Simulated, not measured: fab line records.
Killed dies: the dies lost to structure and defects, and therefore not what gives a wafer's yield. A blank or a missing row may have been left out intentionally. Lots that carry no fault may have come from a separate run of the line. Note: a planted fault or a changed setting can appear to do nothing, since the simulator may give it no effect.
fab line records | flow n5_finfet
[record] lots = 10 wafers = 30 last_day = 17
route steps=1938 shown BEOL_M8@1379 BEOL_M9@1416 PASSIVATION@1936
lots untouched by any fault: they come from a run of this same line in which no faults occurred
start_h: the number of hours between the record's first day and the start of the first shown wafer of the lot | wait_h: hours from the lot's prior step to this one | " the same as in the row above | L1.1+2: several wafers, shown together as one row | - either no value or no given start | * or withheld: withheld | < > ~ a bound
route shown NAME@n: a module of which the file shows steps, and the number in the route of the first | usual: mean and standard deviation over wafers with no fault | same: alike in all rows | chamber/n: place in a boat | sites: each site's reading | _std_site: the standard deviation of these | _edge_site: the outer-site mean with the inner-site mean subtracted | radius_mm: for every site, how far away it sits from the centre of the wafer | mask NAME#n: copy n | behind: the last tool/chamber to shape the wafer | hold: cause of the lot's hold/its duration in hours/its outcome | device: transistor that didn't switch, given as n, p or np | end of line: the tests these same wafers got at the end of their route | a step given without rows: its recipe and nothing more | killed: at the first sort, the dies lost to defects and structure; wafer yield is something else | map: a wafer's dies, x killed, . not, _ none there
set.NAME: setting as actually run; set.NAME@STEP: the setting as run at that earlier step | model.NAME: the simulator's own value behind a step, which no gauge read
a sample of lots followed through the steps of the route, with each step as a table and each wafer as a row
services: a tool's chamber out of use, with start hour (start_h, from the record's first day; less than 0 if before it), hours out, and reason
[[steps]]
[step N5_BEOL_M8_STRIP_80]
[recipe] chemistry = N2/H2 time_s = 10 power_w = 450 temp_c = 40 pressure_mtorr = 20 rf_frequency_hz = 6e+07 bias_power_w = 7 n2_flow_sccm = 200 h2_flow_sccm = 200
[usual] chamber_pressure_mTorr = 20.000/0.019 drypump_motor_current_A = 5.6/0.41 oes_product_au = 0.76/0.08 rf_vpp_V = 59.0/0.88 showerhead_plenum_p_Torr = 2.50/0.083 throttle_valve_pct = 23.7/0.5
[same] time_s = 10
// columns lot.wafer tool chamber start_h wait_h chamber_pressure_mTorr drypump_motor_current_A oes_product_au rf_hours_counter_h rf_vpp_V showerhead_plenum_p_Torr throttle_valve_pct
L559.1 rie_diel-04 3 - - 20.006 5.5 0.77 132 59.5 2.40 23.0
L559.3 " 0 " " 20.015 6.1 0.71 223 60.3 2.62 23.7
L559.6 " 2 " " 20.023 6.0 0.70 - 58.7 2.49 23.3
L560.1 rie_diel-04 0 - - 19.990 6.1 0.71 227 59.8 2.62 23.7
L560.4 " 1 " " 19.969 5.1 0.75 166 59.5 2.44 24.5
L560.5 " 3 " " 20.016 5.5 0.77 - 57.8 2.40 23.0
L561.4 rie_diel-04 2 - - 20.018 6.0 0.70 224 60.3 2.49 23.2
L561.5 " 3 " " 20.001 5.5 0.76 - 59.2 2.40 23.0
L561.6 " 2 " " 19.999 6.0 0.69 - 60.8 2.49 23.3
L564.1 rie_diel-04 2 - - 20.032 6.0 0.69 226 59.4 2.49 23.3
L564.4 " 1 " " 20.005 5.1 0.75 171 56.7 2.44 24.5
L564.5 " 3 " " 19.961 5.5 0.76 - 58.4 2.40 23.0
L565.3 rie_diel-02 2 - - 20.014 4.8 0.72 203 59.1 2.63 23.6
L565.4 " 2 " " 19.984 4.8 0.72 - 60.8 2.63 23.7
L565.5 " 1 " " 19.996 5.7 0.70 - 58.4 2.40 23.2
L568.2 rie_diel-04 0 - - 19.997 6.1 0.71 239 58.3 2.62 23.7
L568.3 " 2 " " 19.991 6.0 0.69 235 58.5 2.48 23.3
L568.5 " 1 " " 20.018 5.1 0.75 - 58.2 2.44 24.5
L569.2 rie_diel-04 1 - - 20.027 5.2 0.74 189 57.8 2.43 24.5
L569.3 " 0 " " 20.053 6.1 0.70 249 61.3 2.61 23.7
L569.5 " 2 " " 20.003 6.0 0.69 - 60.1 2.48 23.3
L573.4 rie_diel-02 2 - - 19.991 4.8 0.72 - 59.4 2.62 23.7
L573.5 " 1 " " 20.030 5.7 0.69 - 58.8 2.39 23.2
L573.6 " 3 " " 20.018 5.2 0.79 - 58.1 2.48 24.1
L581.2 rie_diel-02 2 - - 19.984 4.8 0.70 240 59.0 2.61 23.7
L581.4 " 1 " " 19.990 5.6 0.99 1 59.0 2.70 23.1
L581.5 " 2 " " 19.982 4.8 0.70 - 58.6 2.61 23.7
L580.2 rie_diel-04 0 - - 20.027 6.1 0.93 13 60.6 2.61 23.5
L580.5 " 2 " " 19.985 6.0 0.96 - 59.7 2.47 23.1
L580.6 " 1 " " 20.004 5.1 0.71 - 58.8 2.42 24.6
[step N5_BEOL_M8_DEGAS_44]
[recipe] ambient = vacuum temp_c = 250 time_s = 60
[usual] heater_power_w = 326/33
[same] time_s = 60
// columns lot.wafer tool chamber start_h wait_h heater_power_w
L559.1 pvd_sputter-02 - 203.21 0.3 353
L559.3 " - " " 288
L559.6 " - " " 341
L560.1 pvd_sputter-03 - 217.32 0.4 329
L560.4 " - " " 283
L560.5 " - " " 322
L561.4 pvd_sputter-03 - 225.68 0.3 318
L561.5 " - " " 356
L561.6 " - " " 322
L564.1 pvd_sputter-03 - 233.32 0.8 329
L564.4 " - " " 325
L564.5 " - " " 329
L565.3 pvd_sputter-01 - 245.96 0.4 344
L565.4 " - " " 337
L565.5 " - " " 344
L568.2 pvd_sputter-03 - 257.48 0.2 366
L568.3 " - " " 277
L568.5 " - " " 327
L569.2 pvd_sputter-03 - 280.98 0.3 374
L569.3 " - " " 321
L569.5 " - " " 363
L573.4 pvd_sputter-02 - 281.30 0.2 342
L573.5 " - " " 349
L573.6 " - " " 261
L580.2 pvd_sputter-02 - 338.62 0.5 351
L580.5 " - " " 339
L580.6 " - " " 256
L581.2 pvd_sputter-01 - 338.99 0.8 344
L581.4 " - " " 351
L581.5 " - " " 353
[step N5_BEOL_M8_PRE_CLEAN_55]
[recipe] gas = NH3 time_s = 15 temp_c = withheld rf_power_w = 300
[same] time_s = 15
// columns lot.wafer tool chamber start_h wait_h
L559.1+3+6 pecvd-01 1,0,1 205.27 0.0
L560.1+4+5 pecvd-01 1,1,0 220.42 0.0
L561.4+5+6 pecvd-03 1,2,0 227.51 0.0
L564.1+4+5 pecvd-01 1,0,1 235.15 0.0
L565.3+4+5 pecvd-03 2,0,2 247.63 0.0
L568.2+3+5 pecvd-01 1,0,2 261.04 0.0
L569.2+3+5 pecvd-01 0,2,0 282.53 0.0
L573.4+5+6 pecvd-01 2,1,0 282.82 0.0
L580.2+5+6 pecvd-01 0,2,0 340.23 0.0
L581.2+4+5 pecvd-01 0,2,0 340.40 0.0
[step N5_BEOL_M8_RS_MEAS_57]
[recipe] thk_meas_gauge = four-point-probe reads = Cu_of_BEOL_M8_ECD_50+Co_of_BEOL_M8_CVD_78+TaN_of_BEOL_M8_ALD_77
[usual] M8_RS = 0.285/0.01
// columns lot.wafer tool chamber start_h wait_h M8_RS[ohm/sq]
L559.1 film_metro-01 - 205.39 0.1 0.270
L559.3 " - " " 0.285
L559.6 " - " " 0.290
L560.1 film_metro-02 - 220.55 0.1 0.292
L560.4 " - " " 0.272
L560.5 " - " " 0.277
L561.4 film_metro-01 - 227.60 0.0 0.291
L561.5 " - " " 0.271
L561.6 " - " " 0.294
L564.1 film_metro-01 - 235.25 0.1 0.294
L564.4 " - " " 0.279
L564.5 " - " " 0.270
L565.3 film_metro-02 - 247.74 0.1 0.288
L565.4 " - " " 0.293
L565.5 " - " " 0.290
L568.2 film_metro-02 - 261.14 0.1 0.286
L568.3 " - " " 0.296
L568.5 " - " " 0.280
L569.2 film_metro-01 - 282.63 0.1 0.282
L569.3 " - " " 0.297
L569.5 " - " " 0.294
L573.4 film_metro-01 - 282.91 0.0 0.284
L573.5 " - " " 0.290
L573.6 " - " " 0.273
L580.2 film_metro-02 - 340.35 0.1 0.288
L580.5 " - " " 0.289
L580.6 " - " " 0.299
L581.2 film_metro-02 - 340.53 0.1 0.288
L581.4 " - " " 0.285
L581.5 " - " " 0.291
[step N5_BEOL_M8_INSPECT_58]
[recipe] inspect_instrument = darkfield mode = post_dep
[usual] raw_defect_count = 71/24
// columns lot.wafer tool chamber start_h wait_h raw_defect_count
L559.1 defect_inspect-01 - 205.42 0.0 28
L559.3 " - " " 101
L559.6 " - " " 39
L560.1 defect_inspect-02 - 220.57 0.0 62
L560.4 " - " " 45
L560.5 " - " " 56
L561.4 defect_inspect-02 - 227.62 0.0 110
L561.5 " - " " 71
L561.6 " - " " 70
L564.1 defect_inspect-02 - 235.27 0.0 97
L564.4 " - " " 124
L564.5 " - " " 42
L565.3 defect_inspect-01 - 247.77 0.0 109
L565.4 " - " " 43
L565.5 " - " " 89
L568.2 defect_inspect-01 - 261.16 0.0 110
L568.3 " - " " 103
L568.5 " - " " 75
L569.2 defect_inspect-01 - 282.66 0.0 108
L569.3 " - " " 75
L569.5 " - " " 113
L573.4 defect_inspect-02 - 282.93 0.0 74
L573.5 " - " " 105
L573.6 " - " " 61
L580.2 defect_inspect-01 - 340.38 0.0 1282
L580.5 " - " " 1282
L580.6 " - " " 1243
L581.2 defect_inspect-01 - 340.55 0.0 1235
L581.4 " - " " 1332
L581.5 " - " " 1326
[step N5_BEOL_M9_INSPECT_13]
[recipe] mode = adi inspect_instrument = brightfield
[usual] raw_defect_count = 420/78
// columns lot.wafer tool chamber start_h wait_h raw_defect_count
L559.1 defect_inspect-02 - 207.00 0.0 403
L559.3 " - " " 445
L559.6 " - " " 435
L560.1 defect_inspect-02 - 225.82 0.0 319
L560.4 " - " " 338
L560.5 " - " " 385
L561.4 defect_inspect-01 - 229.40 0.0 518
L561.5 " - " " 352
L561.6 " - " " 604
L564.1 defect_inspect-02 - 237.87 0.0 511
L564.4 " - " " 602
L564.5 " - " " 504
L565.3 defect_inspect-02 - 249.29 0.0 382
L565.4 " - " " 264
L565.5 " - " " 430
L568.2 defect_inspect-02 - 262.31 0.0 505
L568.3 " - " " 451
L568.5 " - " " 564
L569.2 defect_inspect-02 - 284.67 0.0 357
L569.3 " - " " 436
L569.5 " - " " 472
L573.4 defect_inspect-02 - 287.20 0.0 409
L573.5 " - " " 585
L573.6 " - " " 384
L580.2 defect_inspect-01 - 344.91 0.0 1791
L580.5 " - " " 1656
L580.6 " - " " 1583
L581.2 defect_inspect-02 - 345.07 0.0 1530
L581.4 " - " " 1646
L581.5 " - " " 1579
[step N5_PASSIVATION_PROBE_49]
[usual] defect_limited_yield = 91.3/1.5 killed_at_M0_to_M3 = 35/8.7 killed_at_M4_up = 14/5.5 killed_at_contacts = 11/5.6 killed_at_front_end = 39/13 killed_at_other = 3.7/2.2 killed_dies = 103/18 killed_on_rim = 14/4.4 killed_open = 69/14 killed_short = 33/7.8 sort_bin_4_leakage = 0.02/0.15 sort_bin_5_function = 5.1/0.99 sort_bin_6_memory = 3.3/0.67 sort_bin_8_speed = 0.02/0.17 sort_n_pass = 1077/18 sort_yield_pct = 91.2/1.5
[same] gross_dies = 1180 killed_at_back_side = 0
// columns lot.wafer tool chamber start_h wait_h defect_limited_yield[%] killed_at_M0_to_M3 killed_at_M4_up killed_at_contacts killed_at_front_end killed_at_other killed_dies killed_on_rim killed_open killed_short sort_bin_4_leakage[%] sort_bin_5_function[%] sort_bin_6_memory[%] sort_bin_8_speed[%] sort_n_pass sort_yield_pct[%]
L565.3 prober-02 - 313.95 0.1 90.3 47 10 6 49 2 114 20 79 35 0 6.1 3.3 0 1066 90.3
L565.4 prober-02 - 314.00 0.2 91.9 39 8 12 32 4 95 14 57 38 0 4.5 3.2 0 1085 91.9
L565.5 prober-02 - 314.05 0.2 92.4 47 12 2 21 8 90 8 60 30 0 4.6 2.9 0 1090 92.4
L573.4 prober-02 - 350.93 0.2 91.0 39 11 5 49 2 106 11 67 39 0 5.7 3.1 0 1074 91.0
L573.5 prober-02 - 350.98 0.2 91.9 33 5 13 42 2 95 14 67 27 0 5.2 2.4 0 1085 91.9
L573.6 prober-02 - 351.03 0.3 89.7 44 6 13 57 2 122 12 86 35 0 6.4 3.6 0 1058 89.7
L569.2 prober-01 - 352.43 0.1 91.0 43 17 2 40 4 106 14 65 40 0 4.7 3.8 0 1074 91.0
L569.3 prober-01 - 352.48 0.1 91.5 32 21 9 33 5 100 13 60 39 0 4.8 3.1 0 1080 91.5
L569.5 prober-01 - 352.58 0.2 92.5 34 13 6 32 4 89 10 56 33 0 4.7 2.7 0 1091 92.5
L580.2 prober-01 - 413.45 0.1 84.2 30 103 17 35 1 186 26 73 24 0 9.0 3.8 0 994 84.2
L580.5 prober-01 - 413.60 0.2 82.1 35 112 25 36 3 211 38 83 23 0 10.3 4.4 0 969 82.1
L580.6 prober-01 - 413.65 0.3 86.1 30 94 12 28 0 164 30 44 33 0 7.3 3.8 0 1016 86.1
L581.2 prober-02 - 415.42 0.1 84.5 22 101 6 52 2 183 33 71 28 0 8.0 4.4 0 997 84.5
L581.4 prober-02 - 415.52 0.2 82.4 25 119 7 55 2 208 37 71 27 0 10.7 3.9 0 972 82.4
L581.5 prober-02 - 415.57 0.2 83.6 30 102 10 44 7 193 31 80 31 0 8.8 3.9 0 987 83.6
// killed by level:class
L565.3 BEOL_M1:geometric_particle:open=23 FIN_SAQP:geometric_particle:short=12 STI_FIN_REVEAL:geometric_particle:open=12 BEOL_M3:geometric_particle:open=8 FIN_SAQP:geometric_particle:open=7 MOL_CONTACT_COAG:geometric_particle:open=6 DUMMY_GATE:geometric_particle:open=5 GATE_CUT:geometric_particle:short=5
L565.4 BEOL_M0_SAQP:geometric_particle:short=10 MOL_CONTACT_COAG:geometric_particle:open=10 FIN_SAQP:geometric_particle:short=9 BEOL_M1:geometric_particle:open=8 FIN_SAQP:geometric_particle:open=6 BEOL_M0_SAQP:geometric_particle:open=5 BEOL_M1:geometric_particle:short=5 STI_FIN_REVEAL:geometric_particle:open=4
L565.5 BEOL_M1:geometric_particle:open=17 BEOL_M0_SAQP:geometric_particle:short=9 BEOL_M4:geometric_particle:open=9 BEOL_M3:geometric_particle:open=6 BEOL_M2:geometric_particle:open=4 PAD_METAL:geometric_particle:short=4 FIN_SAQP:geometric_particle:open=3 DUMMY_GATE:geometric_particle:open=3
L573.4 FIN_SAQP:geometric_particle:short=12 STI_FIN_REVEAL:geometric_particle:open=12 BEOL_M3:geometric_particle:open=9 FIN_SAQP:geometric_particle:open=8 BEOL_M0_SAQP:geometric_particle:short=8 BEOL_M0_SAQP:geometric_particle:open=8 BEOL_M2:geometric_particle:open=6 STI_FIN_REVEAL:geometric_particle:short=4
L573.5 FIN_SAQP:geometric_particle:open=10 STI_FIN_REVEAL:geometric_particle:open=10 MOL_CONTACT_COAG:geometric_particle:open=10 BEOL_M0_SAQP:geometric_particle:short=9 BEOL_M0_SAQP:geometric_particle:open=6 STI_FIN_REVEAL:geometric_particle:short=5 BEOL_M1:geometric_particle:open=5 BEOL_M2:geometric_particle:open=4
L573.6 STI_FIN_REVEAL:geometric_particle:open=21 BEOL_M2:geometric_particle:open=16 MOL_CONTACT_COAG:geometric_particle:open=12 BEOL_M0_SAQP:geometric_particle:short=11 DUMMY_GATE:geometric_particle:open=7 ILD0:geometric_particle:open=6 BEOL_M0_SAQP:geometric_particle:open=6 FIN_SAQP:geometric_particle:open=5
L569.2 BEOL_M0_SAQP:geometric_particle:short=14 BEOL_M0_SAQP:geometric_particle:open=11 FIN_SAQP:geometric_particle:open=8 STI_FIN_REVEAL:geometric_particle:open=8 ILD0:geometric_particle:short=7 BEOL_M2:geometric_particle:open=6 DUMMY_GATE:geometric_particle:open=4 ILD0:geometric_particle:open=4
L569.3 BEOL_M0_SAQP:geometric_particle:short=11 STI_FIN_REVEAL:geometric_particle:open=8 MOL_CONTACT_COAG:geometric_particle:open=7 GATE_CUT:geometric_particle:short=6 BEOL_M0_SAQP:geometric_particle:open=6 BEOL_M6:geometric_particle:open=5 BEOL_M3:geometric_particle:open=5 FIN_SAQP:geometric_particle:open=4
L569.5 BEOL_M0_SAQP:geometric_particle:open=14 BEOL_M0_SAQP:geometric_particle:short=9 BEOL_M4:geometric_particle:open=7 STI_FIN_REVEAL:geometric_particle:open=6 MOL_CONTACT_COAG:geometric_particle:open=6 GATE_CUT:geometric_particle:short=6 BEOL_M3:geometric_particle:open=5 FIN_SAQP:geometric_particle:short=4
L580.2 BEOL_M8:unspecified=85 MOL_CONTACT_COAG:geometric_particle:open=15 BEOL_M4:geometric_particle:open=11 FIN_SAQP:geometric_particle:open=8 BEOL_M3:geometric_particle:open=8 BEOL_M2:geometric_particle:open=7 FIN_SAQP:geometric_particle:short=4 DUMMY_GATE:geometric_particle:open=4
L580.5 BEOL_M8:unspecified=104 MOL_CONTACT_COAG:geometric_particle:open=21 FIN_SAQP:geometric_particle:open=17 BEOL_M3:geometric_particle:open=11 BEOL_M2:geometric_particle:open=8 FIN_SAQP:geometric_particle:short=5 BEOL_M4:geometric_particle:open=5 SPACER0:geometric_particle:open=4
L580.6 BEOL_M8:unspecified=86 BEOL_M0_SAQP:geometric_particle:short=10 MOL_CONTACT_COAG:geometric_particle:open=8 BEOL_M3:geometric_particle:open=7 FIN_SAQP:geometric_particle:open=5 STARTING-WAFER:geometric_particle:short=5 FIN_SAQP:geometric_particle:short=4 STI_FIN_REVEAL:geometric_particle:open=4
L581.2 BEOL_M8:unspecified=77 FIN_SAQP:geometric_particle:open=19 FIN_SAQP:geometric_particle:short=8 BEOL_M4:geometric_particle:open=8 BEOL_M3:geometric_particle:open=7 MOL_CONTACT_COAG:geometric_particle:open=5 HKMG_FIN:area_etch=5 BEOL_M2:geometric_particle:open=4
L581.4 BEOL_M8:unspecified=108 STI_FIN_REVEAL:geometric_particle:open=27 DUMMY_GATE:geometric_particle:open=6 MOL_CONTACT_COAG:geometric_particle:open=6 BEOL_M1:geometric_particle:open=5 BEOL_M4:geometric_particle:open=5 BEOL_M3:geometric_particle:short=4 BEOL_M3:geometric_particle:open=4
L581.5 BEOL_M8:unspecified=82 BEOL_M4:geometric_particle:open=15 STI_FIN_REVEAL:geometric_particle:open=14 MOL_CONTACT_COAG:geometric_particle:open=10 FIN_SAQP:geometric_particle:open=9 GATE_CUT:geometric_particle:short=9 BEOL_M1:geometric_particle:open=9 BEOL_M0_SAQP:geometric_particle:short=7
[[services]]
// columns tool chamber start_h hours kind
pecvd-03 - 182.50 5.7 repair
pecvd-01 0 193.17 7.0 repair
rie_diel-02 0 197.42 3.8 repair
pecvd-01 2 202.38 - clean
pecvd-01 2 202.38 - consumable_replace:showerhead
pecvd-01 2 202.38 29.0 scheduled_down
pecvd-01 2 202.38 29.0 vent_cycle
pecvd-03 2 209.27 11.5 repair
pecvd-03 1 212.26 4.4 repair
pecvd-03 1 244.59 14.5 repair
pecvd-01 - 270.76 0.9 repair
rie_diel-04 3 275.02 10.0 repair
pvd_sputter-03 - 277.53 2.1 repair
rie_diel-04 0 285.05 - clean
rie_diel-04 0 285.05 - consumable_replace:focus_ring
rie_diel-04 0 285.05 18.8 scheduled_down
rie_diel-04 0 285.05 18.8 vent_cycle
rie_diel-04 2 304.11 - clean
rie_diel-04 2 304.11 - consumable_replace:focus_ring
rie_diel-04 2 304.11 12.8 scheduled_down
pecvd-03 0 305.82 12.4 repair
pecvd-01 1 328.19 2.1 scheduled_down
pecvd-03 - 329.15 14.6 pm
pecvd-01 1 335.67 5.5 scheduled_down
[[key]]
[first_sign] step = N5_BEOL_M8_INSPECT_58 reading = raw_defect_count direction = up sigmas = 51 usual = 71 struck = 1283
[effect] step = N5_BEOL_M9_INSPECT_13 reading = raw_defect_count direction = up sigmas = 15 usual = 420 struck = 1631
[effect] step = N5_PASSIVATION_PROBE_49 reading = killed_at_M4_up direction = up sigmas = 17 usual = 14 struck = 105
[more_kills_born_at] N5_BEOL_M8_PRE_CLEAN_55@pecvd-01 = 542
met_at N5_BEOL_M8_PRE_CLEAN_55
struck_lots L580,L581
not_acting_at N5_BEOL_M8_STRIP_80,N5_BEOL_M8_DEGAS_44,N5_BEOL_M8_RS_MEAS_57
onset_between 282.82 340.23
also_fits time
[fault] kind = chamber_particle_source tool = pecvd-01 chamber = - onset_h = 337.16 steps = N5_BEOL_M8_PRE_CLEAN_55 rate_per_visit_cm2 = 1.8471 end_h = 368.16
